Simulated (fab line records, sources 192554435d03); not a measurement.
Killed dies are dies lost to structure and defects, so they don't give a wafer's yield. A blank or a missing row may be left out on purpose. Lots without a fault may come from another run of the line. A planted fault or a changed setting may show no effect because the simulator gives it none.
Chamber matching | flow n5_finfet | N5_PASSIVATION_PECVD_35 on pecvd-04: 3 sister chambers
The step deposits SiNx from SiH4/NH3/N2, target thk 700 nm, time 151.3 s. 14 wafers are shown with their chamber, then 7 later ones without.

WAFERS WITH THEIR CHAMBER
wafer  | chamber | showerhead_plenum_p_Torr (Torr) | throttle_valve_pct (%) | heater_power_w (W)
L163.3 | 1       | 8.74                            | 29.4                   | 546
L163.4 | 0       | 8.79                            | 30.4                   | 423
L163.5 | 1       | 8.73                            | 29.5                   | 594
L164.1 | 2       | 8.60                            | 28.3                   | 541
L164.2 | 1       | 8.72                            | 29.5                   | 575
L164.6 | 1       | 8.73                            | 29.6                   | 605
L167.1 | 0       | 8.79                            | 30.7                   | 411
L167.3 | 1       | 8.72                            | 29.3                   | 590
L167.6 | 1       | 8.72                            | 29.6                   | 624
L165.1 | 1       | 8.73                            | 29.4                   | 620
L165.2 | 0       | 8.78                            | 30.6                   | 429
L165.5 | 2       | 8.61                            | 28.6                   | 375
L179.1 | 1       | 8.73                            | 29.3                   | 540
L179.5 | 0       | 8.81                            | 31.2                   | 485

SIGNATURES (means of the wafers above)
reading                  | chamber 0 | chamber 1 | chamber 2 | scatter within a chamber
showerhead_plenum_p_Torr | 8.7925    | 8.7275    | 8.6050    | 0.00892
throttle_valve_pct       | 30.725    | 29.450    | 28.450    | 0.212
heater_power_w           | 437.00    | 586.75    | 458.00    | 46.6
Rule: a wafer's distance from a chamber is the root of the sum, over the readings, of the square of ((its reading less the chamber's mean) divided by the reading's scatter). The wafer belongs to the nearest chamber; if the next one is less than 2 further off, it can't be placed. The scatter: the root of (the sum of the squares of (reading less its chamber's mean) over the shown wafers, divided by (wafers less chambers)).

WAFERS WITHOUT THEIR CHAMBER
wafer  | showerhead_plenum_p_Torr (Torr) | throttle_valve_pct (%) | heater_power_w (W)
L179.6 | 8.74                            | 29.3                   | 614
L178.2 | 8.73                            | 29.5                   | 498
L178.4 | 8.81                            | 31.0                   | 444
L178.6 | 8.77                            | 31.0                   | 483
L180.2 | 8.78                            | 30.9                   | 481
L180.4 | 8.78                            | 31.0                   | 517
L180.6 | 8.75                            | 29.6                   | 604

WHICH CHAMBER EACH WENT THROUGH
wafer  | from the rows above | in truth
L179.6 | 1                   | 1
L178.2 | 1                   | 1
L178.4 | 0                   | 0
L178.6 | 0                   | 0
L180.2 | 0                   | 0
L180.4 | 0                   | 0
L180.6 | 1                   | 1
Placed correctly: 7 of 7. Can't be placed from these rows: 0. Placed wrongly: 0.
